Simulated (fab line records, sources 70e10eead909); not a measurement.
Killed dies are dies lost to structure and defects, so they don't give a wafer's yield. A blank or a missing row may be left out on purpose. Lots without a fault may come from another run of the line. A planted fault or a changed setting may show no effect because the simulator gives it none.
Which tool did it? | flow nand_harc | 11 lots, 33 wafers sampled, at 5 steps of a route of 1159

WHAT THE GAUGES READ, wafer by wafer
NHARC_A_SIN_REMOVE_INSPECT_04.
lot  | measured     | on                | raw_defect_count
L078 | day 15 07:31 | defect_inspect-01 | 280 253 292
L077 | day 15 07:32 | defect_inspect-02 | 264 280 303
L079 | day 15 16:38 | defect_inspect-01 | 177 246 269
L081 | day 16 12:56 | defect_inspect-01 | 286 226 268
L083 | day 16 22:23 | defect_inspect-02 | 258 267 266
L085 | day 18 01:58 | defect_inspect-02 | 265 222 240
L086 | day 18 17:53 | defect_inspect-01 | 346 271 282
L091 | day 18 17:53 | defect_inspect-02 | 306 226 193
L092 | day 19 07:55 | defect_inspect-01 | 367 380 337
L095 | day 19 17:43 | defect_inspect-01 | 558 421 430
L097 | day 20 06:34 | defect_inspect-01 | 319 470 332

WHICH TOOL RAN EACH LOT (tool, then ch and the chambers of the sampled wafers, then the start)
lot  | NHARC_A_SGD_CUT_ETCH_58            | NHARC_A_SGD_CUT_ETCH_59                       | NHARC_A_SGD_CUT_CMP_21        | NHARC_A_SLIT_ETCH_24
L078 | rie_diel-08 ch 0,1,3, day 14 07:42 | rie_diel-08 ch 0,2,3, day 14 16:32 or earlier | cmp-03 ch 0,1,2, day 14 16:32 | rie_diel-01 ch 2,3, day 14 20:46
L077 | rie_diel-08 ch 0,1,2, day 14 08:45 | rie_diel-08 ch 0,1,2, day 14 16:40 or earlier | cmp-03 ch 0,1,2, day 14 16:40 | rie_diel-10 ch 1,2,3, day 14 22:27
L079 | rie_diel-08 ch 0,2,3, day 14 15:42 | rie_diel-08 ch 0,2,3, day 14 21:47 or earlier | cmp-04 ch 0,3, day 14 21:47   | rie_diel-01 ch 0,1,2, day 15 02:25
L081 | rie_diel-04 ch 1,2,3, day 15 14:43 | rie_diel-04 ch 0,1,2, day 15 20:22 or earlier | cmp-01 ch 1,2,3, day 15 20:22 | rie_diel-13 ch 1,2,3, day 16 01:55
L083 | rie_diel-06 ch 1,2,3, day 16 02:37 | rie_diel-06 ch 1,2,3, day 16 07:30 or earlier | cmp-03 ch 0,2, day 16 07:30   | rie_diel-13 ch 0,2,3, day 16 11:43
L085 | rie_diel-04 ch 1,2, day 17 04:55   | rie_diel-04 ch 0,3, day 17 10:23 or earlier   | cmp-01 ch 0,1,3, day 17 10:23 | rie_diel-01 ch 1,2,3, day 17 14:41
L086 | rie_diel-04 ch 1,2,3, day 17 20:02 | rie_diel-04 ch 0,2,3, day 18 01:49 or earlier | cmp-01 ch 0,2,3, day 18 01:49 | rie_diel-01 ch 1,3, day 18 07:43
L091 | rie_diel-06 ch 0,1,2, day 17 22:38 | rie_diel-06 ch 1,3, day 18 01:41 or earlier   | cmp-03 ch 0,2, day 18 01:41   | rie_diel-13 ch 0,1,3, day 18 05:36
L092 | rie_diel-06 ch 0,1,2, day 18 08:30 | rie_diel-06 ch 2,3, day 18 16:48 or earlier   | cmp-04 ch 0,2, day 18 16:48   | rie_diel-10 ch 0,1,3, day 18 20:52
L095 | rie_diel-06 ch 0,3, day 18 20:56   | rie_diel-06 ch 0,1,2, day 19 02:32 or earlier | cmp-04 ch 0,2, day 19 02:32   | rie_diel-01 ch 1,2,3, day 19 06:28
L097 | rie_diel-06 ch 0,2,3, day 19 08:48 | rie_diel-06 ch 0,1,2, day 19 15:15 or earlier | cmp-03 ch 0,2, day 19 15:15   | rie_diel-13 ch 1,3, day 19 19:19
- NHARC_A_SGD_CUT_ETCH_58: etches the open film in CF4, target depth 39 nm, time 65 s.
- NHARC_A_SGD_CUT_ETCH_59: etches the open film in N2/H2, target depth 260 nm, time 406.25 s.
- NHARC_A_SGD_CUT_CMP_21: polishes, target thk 148.19 nm.
- NHARC_A_SLIT_ETCH_24: etches the open film in CF4/CHF3, target depth 121 nm, time 60.5 s.

THE ANSWER, worked out from the rows above alone
Rule: what is usual is taken from the lots themselves. Put in order of their means at a reading, lots are off if they are a third of the lots or fewer, leave a main group of 4 or more, and stand apart from it by a gap of 3 or more times the standard deviation of the main group's means; of several such gaps the widest counts. A main group whose means are all the same, to the digits that the tables above print for the reading, isn't used. A lot without any number at a reading at which 4 lots or more have one is off too. The other lots that the step has rows for count as sound.
No lot is off at any reading shown: from this, nothing can be told.

WHAT THE SIMULATOR HAD PUT IN
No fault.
